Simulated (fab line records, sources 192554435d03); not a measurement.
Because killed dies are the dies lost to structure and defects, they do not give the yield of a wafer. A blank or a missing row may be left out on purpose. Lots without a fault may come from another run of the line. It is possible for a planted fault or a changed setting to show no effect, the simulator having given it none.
fab line records -- flow n5_finfet
record: lots: 12, wafers: 32, last_day: 17
route steps=1938 shown WELL_APT@31 PMOS_HMC_CHANNEL_EPI@57
lots with no fault: from the same line, run without faults
start_h: hours from the record's opening day to when the first of the lot's shown wafers began -- wait_h: hours from the lot's prior step to this one -- " unchanged from the row above -- L1.1+2: a row that stands for several wafers -- - no value, or no start given -- * or withheld: withheld -- < > ~ a bound
route shown NAME@n: names a module that has steps shown in the file, with the first one's number in the route -- usual: the fault-free wafers' mean and standard deviation -- same: alike in all rows -- chamber/n: place in a boat -- sites: the reading at each site -- _std_site: standard deviation across them -- _edge_site: mean of outer sites minus mean of inner sites -- radius_mm: how far each site lies from the wafer's centre -- mask NAME#n: copy n -- behind: the tool/chamber that last shaped the wafer -- hold: cause of the lot's hold/its duration in hours/its outcome -- device: transistor that didn't switch, given as n, p or np -- end of line: the route-end tests of the same wafers -- a step without rows: its recipe alone -- killed: count of dies lost to structure and defects at first sort (not the wafer's yield) -- map: a wafer's dies, marking killed ones x, the rest . and places with no die _
set.NAME: the run value of the setting; set.NAME@STEP: its run value at that earlier step -- model.NAME: the simulator's own value behind a step, which no gauge read
a sample of lots followed through the steps of the route, with each step as a table and each wafer as a row
services: when a tool's chamber went out of use (start_h, in hours from the record's first day, below 0 if earlier), for how many hours, and the reason
== steps ==
step: N5_WELL_APT_DESCUM_13
recipe: chemistry: O2, time_s: 7.9, source_power_w: 50, bias_power_w: 20, pressure_mtorr: 20, rf_frequency_hz: 2.712e+07, temp_c: 40, o2_flow_sccm: 225
usual: bias_power_w: 20.00/0.061, chamber_pressure_mTorr: 19.998/0.018, drypump_motor_current_A: 5.8/0.37, o2_flow_sccm: 224.9/0.7, oes_product_au: 0.81/0.1, rf_vpp_V: 243.5/1.2, showerhead_plenum_p_Torr: 2.12/0.063, throttle_valve_pct: 20.43/0.22
same: time_s: 7.9
lot.wafer,tool,chamber,start_h,wait_h,bias_power_w,chamber_pressure_mTorr,drypump_motor_current_A,o2_flow_sccm,oes_product_au,rf_hours_counter_h,rf_vpp_V,showerhead_plenum_p_Torr,throttle_valve_pct
L570.3,rie_diel-05,2,14.57,0.8,20.11,20.023,5.8,224.2,0.68,242,243.6,2.07,20.80
L570.4,rie_diel-05,1,14.57,0.8,19.92,20.001,5.9,225.6,0.69,240,242.1,2.05,20.70
L570.5,rie_diel-05,1,14.57,0.8,20.07,20.002,5.9,225.1,0.69,-,241.5,2.05,20.70
L572.1,rie_diel-05,2,25.91,0.2,20.03,20.005,5.8,224.6,0.68,248,242.9,2.07,20.82
L572.2,rie_diel-05,1,25.91,0.2,19.98,19.967,5.9,225.8,0.68,245,243.0,2.05,20.70
L572.4,rie_diel-05,3,25.91,0.2,19.93,19.999,6.3,224.9,0.73,182,244.1,2.15,20.43
L574.2,rie_diel-05,0,37.80,0.0,20.02,19.971,5.8,224.6,0.88,40,243.1,2.14,20.04
L574.3,rie_diel-05,3,37.80,0.0,20.09,19.998,6.2,224.2,0.72,187,243.7,2.15,20.41
L574.6,rie_diel-05,1,37.80,0.0,19.95,20.008,5.9,225.3,0.68,-,243.4,2.05,20.73
L576.2,rie_diel-06,2,50.19,0.0,19.91,20.020,5.3,225.0,0.94,10,246.0,2.23,20.20
L576.4,rie_diel-06,0,50.19,0.0,19.99,19.993,5.3,224.9,0.78,-,243.7,2.10,20.59
L576.5,rie_diel-06,1,50.19,0.0,19.88,20.055,6.1,227.0,0.74,-,241.8,1.99,20.34
L577.5,rie_diel-01,3,56.04,0.1,20.08,19.989,5.6,225.2,0.72,-,242.2,2.18,20.63
L577.6,rie_diel-01,2,56.04,0.1,19.91,19.999,4.9,225.2,0.68,-,243.4,2.17,20.62
L578.1,rie_diel-06,2,61.84,0.2,20.01,20.026,5.3,224.5,0.93,15,244.6,2.23,20.22
L578.6,rie_diel-06,1,61.84,0.2,20.08,19.964,6.2,224.1,0.73,-,243.1,1.98,20.34
L581.1,rie_diel-06,3,79.67,0.0,19.96,20.002,5.1,225.5,0.70,234,242.8,2.17,20.72
L581.5,rie_diel-06,3,79.67,0.0,20.02,19.981,5.1,225.2,0.70,-,244.8,2.17,20.74
L582.1,rie_diel-05,3,87.15,0.1,19.98,20.003,6.3,224.6,0.71,209,244.2,2.14,20.44
L582.4,rie_diel-05,2,87.15,0.1,20.17,19.999,5.8,225.9,0.95,12,242.3,2.06,20.55
L582.6,rie_diel-05,0,87.15,0.1,20.07,19.971,5.8,225.2,0.85,-,244.0,2.13,20.06
L583.1,rie_diel-01,3,92.27,0.2,20.07,19.991,5.6,225.9,0.72,187,244.4,2.18,20.63
L583.2,rie_diel-01,1,92.27,0.2,19.93,19.973,6.1,224.9,0.89,45,242.9,2.13,20.42
L583.3,rie_diel-01,0,92.27,0.2,19.94,20.022,5.4,224.1,0.91,32,243.4,2.16,20.37
L584.1,rie_diel-05,0,97.79,0.0,19.96,19.985,5.7,225.2,0.84,66,242.8,2.13,20.06
L584.3,rie_diel-05,1,97.79,0.0,19.91,19.985,5.9,224.6,0.99,5,243.3,2.04,20.40
L584.4,rie_diel-05,2,97.79,0.0,20.04,19.981,5.8,224.9,0.92,16,243.4,2.06,20.57
L589.4,rie_diel-05,0,128.57,0.1,20.05,20.007,5.8,225.1,0.82,76,242.7,2.13,20.09
L589.6,rie_diel-05,3,128.57,0.1,20.06,19.981,6.3,225.2,0.69,-,242.1,2.14,20.47
L593.2,rie_diel-01,3,151.93,0.2,20.08,20.031,5.6,223.9,0.70,213,244.2,2.17,20.68
L593.3,rie_diel-01,1,151.93,0.2,19.97,20.012,6.1,225.0,0.86,71,243.4,2.12,20.47
L593.5,rie_diel-01,1,151.93,0.2,19.95,20.003,6.1,225.6,0.85,-,243.6,2.12,20.46
step: N5_WELL_APT_IMPLANT_15
recipe: species: As, energy_kev: 25, dose_cm2: 1.5e+13, tilt_deg: 0, rotation_deg: 0
usual: dose_ions_cm2: 1.4997e+13/1.5e+10, faraday_current_uA: 190/3.8, tilt_deg: -0.002/0.019
lot.wafer,tool,chamber,start_h,wait_h,dose_ions_cm2,faraday_current_uA,tilt_deg
L570.3,implanter-01,0,14.91,0.1,1.497e+13,192,0.017
L570.4,implanter-01,0,14.91,0.1,1.4978e+13,196,0.025
L570.5,implanter-01,0,14.91,0.1,1.4989e+13,191,0.026
L572.1,implanter-01,0,26.19,0.1,1.501e+13,187,-0.010
L572.2,implanter-01,0,26.19,0.1,1.4985e+13,188,-0.034
L572.4,implanter-01,0,26.19,0.1,1.4987e+13,190,-0.003
L574.2,implanter-01,0,38.11,0.1,1.4994e+13,189,-0.015
L574.3,implanter-01,0,38.11,0.1,1.4997e+13,186,-0.022
L574.6,implanter-01,0,38.11,0.1,1.4997e+13,195,0.006
L576.2,implanter-01,0,50.50,0.1,1.5006e+13,192,0.018
L576.4,implanter-01,0,50.50,0.1,1.5004e+13,189,-0.001
L576.5,implanter-01,0,50.50,0.1,1.5008e+13,192,0.016
L577.5,implanter-02,0,56.41,0.1,1.5016e+13,192,-0.001
L577.6,implanter-02,0,56.41,0.1,1.5006e+13,189,0.011
L578.1,implanter-01,0,62.12,0.1,1.4986e+13,190,-0.009
L578.6,implanter-01,0,62.12,0.1,1.4989e+13,194,-0.019
L581.1,implanter-02,0,79.95,0.1,1.4973e+13,188,0.017
L581.5,implanter-02,0,79.95,0.1,1.502e+13,191,-0.018
L582.1,implanter-01,0,87.43,0.1,1.541e+12,20,-0.004
L582.4,implanter-01,0,87.43,0.1,1.521e+12,19,0.002
L582.6,implanter-01,0,87.43,0.1,1.517e+12,19,0.000
L583.1,implanter-02,0,92.54,0.1,1.5035e+13,188,-0.034
L583.2,implanter-02,0,92.54,0.1,1.5014e+13,186,-0.025
L583.3,implanter-02,0,92.54,0.1,1.5006e+13,191,-0.037
L584.1,implanter-01,0,98.07,0.1,1.526e+12,20,0.003
L584.3,implanter-01,0,98.07,0.1,1.539e+12,19,-0.034
L584.4,implanter-01,0,98.07,0.1,1.537e+12,19,-0.001
L589.4,implanter-02,0,128.94,0.1,1.4995e+13,185,-0.040
L589.6,implanter-02,0,128.94,0.1,1.4988e+13,184,0.002
L593.2,implanter-01,0,152.23,0.1,1.4969e+13,193,-0.012
L593.3,implanter-01,0,152.23,0.1,1.4954e+13,186,0.000
L593.5,implanter-01,0,152.23,0.1,1.4958e+13,184,-0.011
step: N5_WELL_APT_EPI_41
recipe: material: Si, target_thk_a: 500, temp_c: 650, precursor: SiH4/H2, pressure_torr: 20, time_s: 297.7
usual: throttle_valve_pct: 10.65/0.22
same: time_s: 297.7
lot.wafer,tool,chamber,start_h,wait_h,throttle_valve_pct
L570.3,epi_rpcvd-02,0,18.03,0.3,10.62
L570.4,epi_rpcvd-02,0,18.03,0.3,11.08
L570.5,epi_rpcvd-02,0,18.03,0.3,10.49
L572.1,epi_rpcvd-01,0,28.36,0.0,10.62
L572.2,epi_rpcvd-01,0,28.36,0.0,10.50
L572.4,epi_rpcvd-01,0,28.36,0.0,10.58
L574.2,epi_rpcvd-01,0,40.73,0.1,10.47
L574.3,epi_rpcvd-01,0,40.73,0.1,10.88
L574.6,epi_rpcvd-01,0,40.73,0.1,10.66
L576.2,epi_rpcvd-02,0,52.79,0.1,10.71
L576.4,epi_rpcvd-02,0,52.79,0.1,10.46
L576.5,epi_rpcvd-02,0,52.79,0.1,10.44
L577.5,epi_rpcvd-01,0,59.85,0.4,10.75
L577.6,epi_rpcvd-01,0,59.85,0.4,10.46
L578.1,epi_rpcvd-02,0,64.00,0.0,10.76
L578.6,epi_rpcvd-02,0,64.00,0.0,10.75
L581.1,epi_rpcvd-01,0,81.80,0.0,10.57
L581.5,epi_rpcvd-01,0,81.80,0.0,10.59
L582.1,epi_rpcvd-02,0,89.62,0.0,10.76
L582.4,epi_rpcvd-02,0,89.62,0.0,10.51
L582.6,epi_rpcvd-02,0,89.62,0.0,10.56
L583.1,epi_rpcvd-01,0,94.71,0.0,10.20
L583.2,epi_rpcvd-01,0,94.71,0.0,10.40
L583.3,epi_rpcvd-01,0,94.71,0.0,10.60
L584.1,epi_rpcvd-02,0,100.26,0.0,10.59
L584.3,epi_rpcvd-02,0,100.26,0.0,10.61
L584.4,epi_rpcvd-02,0,100.26,0.0,10.95
L589.4,epi_rpcvd-01,0,131.85,0.3,10.44
L589.6,epi_rpcvd-01,0,131.85,0.3,10.57
L593.2,epi_rpcvd-01,0,154.94,0.1,10.61
L593.3,epi_rpcvd-01,0,154.94,0.1,10.56
L593.5,epi_rpcvd-01,0,154.94,0.1,10.40
step: N5_PMOS_HMC_CHANNEL_EPI_HM_DEP_34
recipe: material: SiO2, target_thk_a: 360, temp_c: 400, precursor: TEOS/O2, pressure_torr: 6.5, rf_w: 900, teos_flow_sccm: 161.4, gas: O2, flow_sccm: 2650, time_s: 6.9
usual: heater_power_w: 557/80, showerhead_plenum_p_Torr: 8.34/0.039, throttle_valve_pct: 18.3/1.3
same: time_s: 6.9
lot.wafer,tool,chamber,start_h,wait_h,heater_power_w,showerhead_plenum_p_Torr,throttle_valve_pct
L570.3,pecvd-04,0,18.64,0.0,672,8.35,19.2
L570.4,pecvd-04,2,18.64,0.0,503,8.35,16.1
L570.5,pecvd-04,1,18.64,0.0,538,8.40,18.4
L572.1,pecvd-01,0,29.03,0.0,596,8.35,17.7
L572.2,pecvd-01,1,29.03,0.0,459,8.27,20.1
L572.4,pecvd-01,1,29.03,0.0,468,8.28,20.0
L574.2,pecvd-04,2,41.30,0.0,514,8.36,16.1
L574.3,pecvd-04,1,41.30,0.0,611,8.41,18.3
L574.6,pecvd-04,2,41.30,0.0,511,8.36,16.4
L576.2,pecvd-02,0,53.36,0.0,534,8.31,18.1
L576.4,pecvd-02,2,53.36,0.0,538,8.34,16.2
L576.5,pecvd-02,1,53.36,0.0,476,8.38,19.4
L577.5,pecvd-01,2,60.14,0.0,718,8.29,19.1
L577.6,pecvd-01,1,60.14,0.0,439,8.30,20.0
L578.1,pecvd-02,2,64.68,0.0,507,8.33,16.2
L578.6,pecvd-02,0,64.68,0.0,424,8.34,17.8
L581.1,pecvd-02,2,82.48,0.0,473,8.31,16.1
L581.5,pecvd-02,0,82.48,0.0,566,8.32,18.2
L582.1,pecvd-02,0,90.50,0.0,491,8.34,18.1
L582.4,pecvd-02,2,90.50,0.0,444,8.33,16.6
L582.6,pecvd-02,1,90.50,0.0,550,8.38,19.6
L583.1,pecvd-04,1,95.38,0.0,640,8.40,18.4
L583.2,pecvd-04,0,95.38,0.0,569,8.37,19.4
L583.3,pecvd-04,2,95.38,0.0,456,8.35,16.2
L584.1,pecvd-04,1,100.94,0.0,642,8.39,18.4
L584.3,pecvd-04,2,100.94,0.0,568,8.36,16.2
L584.4,pecvd-04,1,100.94,0.0,640,8.42,18.6
L589.4,pecvd-04,2,132.24,0.0,505,8.38,16.4
L589.6,pecvd-04,0,132.24,0.0,694,8.36,19.4
L593.2,pecvd-02,2,155.52,0.0,532,8.34,16.7
L593.3,pecvd-02,0,155.52,0.0,533,8.33,18.1
L593.5,pecvd-02,2,155.52,0.0,527,8.34,16.5
== services ==
tool,chamber,start_h,hours,kind
pecvd-02,0,-3.61,6.6,repair
rie_diel-05,-,-0.70,0.2,repair
rie_diel-06,-,1.72,0.6,repair
epi_rpcvd-02,-,5.62,8.1,pm
rie_diel-01,-,11.46,14.6,pm
rie_diel-05,2,31.24,-,clean
rie_diel-05,2,31.24,-,consumable_replace:focus_ring
rie_diel-05,2,31.24,27.0,scheduled_down
rie_diel-05,2,31.24,27.0,vent_cycle
pecvd-04,2,33.21,3.4,repair
rie_diel-06,0,33.54,14.8,repair
pecvd-02,-,40.01,0.6,repair
rie_diel-06,3,44.54,8.9,repair
pecvd-01,2,81.98,10.8,repair
rie_diel-05,1,89.71,3.3,repair
pecvd-02,-,92.09,3.4,repair
rie_diel-06,3,100.54,10.5,repair
implanter-01,-,112.64,1.9,repair
rie_diel-06,-,125.58,28.1,pm
rie_diel-01,2,128.72,2.3,repair
implanter-01,-,130.56,5.5,pm
pecvd-01,-,132.82,0.8,repair
epi_rpcvd-01,-,133.60,1.6,repair
pecvd-04,-,144.83,28.1,pm
== key ==
first_sign: step: N5_WELL_APT_IMPLANT_15, reading: dose_ions_cm2, direction: down, sigmas: 99+, usual: 1.4997e+13, struck: 1.53e+12
effect: step: N5_WELL_APT_IMPLANT_15, reading: faraday_current_uA, direction: down, sigmas: 45, usual: 190, struck: 19
met_at N5_WELL_APT_IMPLANT_15
struck_lots L582,L584
tester_left_out L582,L584
not_acting_at N5_WELL_APT_DESCUM_13,N5_WELL_APT_EPI_41,N5_PMOS_HMC_CHANNEL_EPI_HM_DEP_34
onset_between 62.12 87.43
fault: kind: process_parameter_drift, tool: implanter-01, chamber: -, onset_h: 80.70, steps: N5_WELL_APT_IMPLANT_15, channel: dose_cm2, offset: -1.3469e+13, shape: step, end_h: 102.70, acts_in: these_recipes_only, stated: 1.5e+13
tester_left_out: of these lots the tester's yield and bins aren't shown, on N5 and GAA mostly nor the transistor test; their killed dies are dies lost to structure and defects alone, not to doping, threshold or leakage, so they don't give the yield
